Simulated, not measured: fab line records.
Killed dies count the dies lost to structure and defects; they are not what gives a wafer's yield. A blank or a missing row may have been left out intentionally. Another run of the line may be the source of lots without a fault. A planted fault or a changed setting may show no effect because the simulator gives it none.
Chamber matching ; flow nand-harc ; NHARC_A_CHANNEL_FILL_D1_ETCHBACK_19 on rie-si-02: 4 sister chambers
The step etches the open film in HBr/Cl2, target depth 5 nm, time 1.7 s. 4 wafers are shown with their chamber, then 8 later ones without.

== WAFERS, EACH WITH ITS CHAMBER ==
wafer;chamber;oes-product-au (a.u.)
L084.3;3;1.011
L084.6;0;0.993
L086.5;1;0.983
L088.2;2;1.012

== WAFERS WITHOUT THEIR CHAMBER ==
wafer;oes-product-au (a.u.)
L088.4;1.020
L088.5;1.014
L093.1;1.019
L093.2;1.022
L093.3;1.001
L097.4;1.004
L097.5;1.007
L097.6;1.009

== THE CHAMBER EACH PASSED THROUGH ==
wafer;from the rows above;in truth
L088.4;can't be placed: 2 or 3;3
L088.5;can't be placed: 2 or 3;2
L093.1;can't be placed: 2 or 3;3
L093.2;can't be placed: 2 or 3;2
L093.3;can't be placed: 0 or 3 or 2 or 1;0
L097.4;can't be placed: 3 or 2 or 0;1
L097.5;can't be placed: 3 or 2 or 0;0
L097.6;can't be placed: 3 or 2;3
Correct placement for 0 of the 8. These rows do not allow placing 8 (true chamber among the candidates in 7). Placed wrongly: 0.
How it was worked out, from the rows above alone: a wafer's distance from a chamber is the root of the sum, over the readings, of the square of ((its reading less the chamber's mean) divided by the reading's scatter). If the next closest chamber is less than 2 further off than the closest, the wafer can't be placed; otherwise it belongs to the closest. The mean given for a chamber averages the wafers shown for that chamber. The scatter (one wafer shown for each chamber): square how far every hidden wafer sits from the nearest shown wafer, average those squares and take the square root.
